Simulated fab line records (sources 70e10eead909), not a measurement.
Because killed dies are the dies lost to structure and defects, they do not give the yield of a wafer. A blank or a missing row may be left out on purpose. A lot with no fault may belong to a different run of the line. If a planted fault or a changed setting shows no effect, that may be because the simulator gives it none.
Chamber matching -- flow nandHarc -- NHARC_A_CONTACT_ETCH_50 on rieDiel-02 has 4 sister chambers
The step etches the open film in CF4/CHF3, target depth 121 nm, time 60.5 s. 4 wafers are shown with their chamber, then 7 later ones without.

WAFERS, EACH WITH ITS CHAMBER
wafer,chamber,drypumpMotorCurrentA (A)
L690.2,2,5.3
L690.3,1,5.0
L694.1,3,6.0
L694.2,0,5.7

WAFERS WHOSE CHAMBER IS MISSING
wafer,drypumpMotorCurrentA (A)
L694.5,5.0
L696.2,5.0
L696.5,5.0
L696.6,5.3
L695.1,6.1
L695.3,5.3
L695.4,5.0

WHICH CHAMBER EACH WENT THROUGH
wafer,from the rows above,in truth
L694.5,1,1
L696.2,1,1
L696.5,1,1
L696.6,2,2
L695.1,3,3
L695.3,2,2
L695.4,1,1
7 of 7 placed correctly. Can't be placed from these rows: 0. Wrongly placed: 0.
How it was worked out, from the rows above alone: a wafer's distance from a chamber is the root of the sum, over the readings, of the square of ((its reading less the chamber's mean) divided by the reading's scatter). The wafer belongs to the nearest chamber; if the next one is less than 2 further off, it can't be placed. The mean given for a chamber averages the wafers shown for that chamber. The scatter: with one shown wafer a chamber, the root of the mean of the squares of how far each hidden wafer lies from its nearest shown one.
